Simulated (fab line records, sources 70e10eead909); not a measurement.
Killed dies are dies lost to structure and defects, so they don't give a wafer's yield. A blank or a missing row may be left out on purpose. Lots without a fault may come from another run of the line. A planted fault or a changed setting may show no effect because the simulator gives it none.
Which tool did it? | flow nand_harc | 6 lots, 18 wafers sampled, at 5 steps of a route of 1302

WHAT THE GAUGES READ, wafer by wafer
NHARC_END_SORT_01.
lot  | measured     | on        | killed_at_array
L612 | day 29 01:13 | prober-01 | 50 326 57

WHICH TOOL RAN EACH LOT (tool, then ch and the chambers of the sampled wafers, then the start)
lot  | NHARC_A_STAIRCASE_ETCH_225                    | NHARC_A_STAIRCASE_TRIM_231                    | NHARC_A_STAIRCASE_ETCH_234                    | NHARC_A_STAIRCASE_ETCH_236
L603 | rie_diel-13 ch 1,2, day 16 13:58 or earlier   | rie_diel-07 ch 0,1, day 16 13:58 or earlier   | rie_diel-07 ch 1,2, day 16 13:58 or earlier   | rie_diel-07 ch 0,2, day 16 13:58
L606 | rie_diel-13 ch 0,3, day 17 23:53 or earlier   | rie_diel-13 ch 0,2, day 17 23:53 or earlier   | rie_diel-13 ch 0,2,3, day 17 23:53 or earlier | rie_diel-13 ch 0,1,3, day 17 23:53
L609 | rie_diel-13 ch 1,2, day 19 05:15 or earlier   | rie_diel-01 ch 0,2,3, day 19 05:15 or earlier | rie_diel-01 ch 0,2, day 19 05:15 or earlier   | rie_diel-01 ch 1,2, day 19 05:15
L612 | rie_diel-13 ch 0,2, day 20 09:39 or earlier   | rie_diel-07 ch 1,2,3, day 20 09:39 or earlier | rie_diel-07 ch 0,3, day 20 09:39 or earlier   | rie_diel-07 ch 0,1,2, day 20 09:39
L620 | rie_diel-07 ch 0,1,2, day 23 22:05 or earlier | rie_diel-07 ch 0,3, day 23 22:05 or earlier   | rie_diel-07 ch 1,2,3, day 23 22:05 or earlier | rie_diel-07 ch 0,1, day 23 22:05
L624 | rie_diel-13 ch 0,1,2, day 25 18:29 or earlier | rie_diel-01 ch 0,1,2, day 25 18:29 or earlier | rie_diel-01 ch 0,1,2, day 25 18:29 or earlier | rie_diel-01 ch 0,1,3, day 25 18:29
- NHARC_A_STAIRCASE_ETCH_225: etches the open film in C4F8/O2, target depth 100 nm, time 40.5 s.
- NHARC_A_STAIRCASE_TRIM_231: chemistry O2, time 211.2 s.
- NHARC_A_STAIRCASE_ETCH_234: etches the open film in C4F8/O2, target depth 100 nm, time 40.5 s.
- NHARC_A_STAIRCASE_ETCH_236: etches the open film in C4F8/O2, target depth 100 nm, time 40.5 s.

THE ANSWER, worked out from the rows above alone
Rule: what is usual is taken from the lots themselves. Put in order of their means at a reading, lots are off if they are a third of the lots or fewer, leave a main group of 4 or more, and stand apart from it by a gap of 3 or more times the standard deviation of the main group's means; of several such gaps the widest counts. A main group whose means are all the same, to the digits that the tables above print for the reading, isn't used. A lot without any number at a reading at which 4 lots or more have one is off too. The other lots that the step has rows for count as sound.
No lot is off at any reading shown: from this, nothing can be told.

WHAT THE SIMULATOR HAD PUT IN
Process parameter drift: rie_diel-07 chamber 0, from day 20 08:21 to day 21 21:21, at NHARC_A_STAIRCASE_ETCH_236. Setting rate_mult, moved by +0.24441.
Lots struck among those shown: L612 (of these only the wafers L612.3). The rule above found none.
